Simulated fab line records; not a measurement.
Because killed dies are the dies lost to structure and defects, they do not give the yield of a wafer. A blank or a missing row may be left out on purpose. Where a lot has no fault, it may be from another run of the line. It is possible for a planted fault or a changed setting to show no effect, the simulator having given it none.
Matching of chambers | flow n5_finfet | rie_diel-03 running N5_BEOL_M4_ETCH_63: 4 sister chambers
The step etches SiARC in CF4, target depth 15.6 nm, time 26 s. 4 wafers are shown with their chamber, then 9 later ones without.

## WAFERS WITH THEIR CHAMBER
wafer  | chamber | showerhead_plenum_p_Torr (Torr)
L080.6 | 1       | 2.10
L085.2 | 3       | 2.11
L085.3 | 0       | 2.04
L085.5 | 2       | 2.26

## WAFERS WITHOUT THEIR CHAMBER
wafer  | showerhead_plenum_p_Torr (Torr)
L093.1 | 2.09
L093.4 | 2.26
L093.5 | 2.04
L094.1 | 2.03
L094.2 | 2.25
L094.4 | 2.09
L097.1 | 2.25
L097.2 | 2.09
L097.6 | 2.25

## CHAMBER TAKEN BY EACH
wafer  | from the rows above     | in truth
L093.1 | can't be placed: 1 or 3 | 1
L093.4 | 2                       | 2
L093.5 | 0                       | 0
L094.1 | 0                       | 0
L094.2 | 2                       | 2
L094.4 | can't be placed: 1 or 3 | 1
L097.1 | 2                       | 2
L097.2 | can't be placed: 1 or 3 | 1
L097.6 | 2                       | 2
Placed correctly: 6 of 9. Can't be placed from these rows: 3 (the true chamber is among the candidates in 3). Number placed wrongly: 0.
How it was worked out, from the rows above alone: a wafer's distance from a chamber is the root of the sum, over the readings, of the square of ((its reading less the chamber's mean) divided by the reading's scatter). The wafer belongs to the nearest chamber; if the next one is less than 2 further off, it can't be placed. The mean given for a chamber averages the wafers shown for that chamber. The scatter: with one shown wafer a chamber, the root of the mean of the squares of how far each hidden wafer lies from its nearest shown one.
